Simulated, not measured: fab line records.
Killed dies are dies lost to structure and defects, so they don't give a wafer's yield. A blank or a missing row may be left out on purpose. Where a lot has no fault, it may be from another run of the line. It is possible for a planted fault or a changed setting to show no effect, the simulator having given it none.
Problem report, 8D (eight disciplines) form, completed by code | flow n5 finfet | the parts of the form that need people (team, actions taken, sign-off) are left out

## 1. WHAT IS WRONG
Mean of spin speed rpm at N5_BEOL_M6_COAT_59: 1280.7 rpm across 9 wafers in 3 lots; on wafers with no fault it is 1500.1 rpm (standard deviation 1). So: -99 or more standard deviations from the usual mean.
The step: time 60 s, resist thk 100 nm.
First observed at day 12 19:46: wafer L187.2, on litho track-04. Wafers with a number at this step in the record: 15, from 5 lots. Rule for "out" (also "out of limits"): further than 4 standard deviations from the usual mean. The other wafers with a number count as sound.

## 2. WHAT IT IS; WHAT IT IS NOT
question                    | is                     | is not
which readings at this step | spin speed rpm         | heater power total W, resist line temp C
which lots                  | L187, L188, L190       | L179, L193
which wafers of those lots  | all that have a number | -
read on which tools         | litho track-04         | litho track-02
when                        | from day 12 19:46      | up to then (3 sound wafers); but 3 sound wafers of L193 came after

## 3. THE SUSPECTS, EACH WITH WHAT RULES IT OUT
Counting: a tool stays on the suspect list if, at a process step up to the reading, it processed all lots that are out and no sound lot following the first of them.
- litho track-04 at N5_BEOL_M6_COAT_59 (time 60 s, resist thk 100 nm): kept. Every lot that is out went through it, starting with L187 (day 12 19:46), and after that it ran no sound lot; the last sound lot it ran before then is L179 (day 11 00:19). Out on those wafers are its own readings of spin speed rpm.
Left after counting: litho track-04 at N5_BEOL_M6_COAT_59.

## 4. THE CAUSE (what the simulator had put in)
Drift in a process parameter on litho track-04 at N5_BEOL_M6_COAT_59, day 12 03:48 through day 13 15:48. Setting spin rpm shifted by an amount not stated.
Only this tool survived the counting.

## 5. THE CHAIN OF EFFECTS, in route order
Rows list readings where the struck wafers' mean (over those with a number) sits beyond 3 standard deviations from the usual. Readings are gone through only where the record gives a usual standard deviation; hours: the median, over the lots, of the time from a lot's start at the first step in this table giving one to that lot's start at this step; sigmas: the change measured in usual standard deviations.
hours | step               | reading        | usual      | on struck wafers | change | sigmas
0     | N5_BEOL_M6_COAT_59 | spin speed rpm | 1500.1 rpm | 1280.7           | -219.4 | -99 or more
The process steps in it:
- N5_BEOL_M6_COAT_59: time 60 s, resist thk 100 nm.

## 6. HOW IT WOULD HAVE BEEN CAUGHT EARLIER
In this record the first reading out of limits was taken at day 12 19:46, 16 hours after the fault began at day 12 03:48.
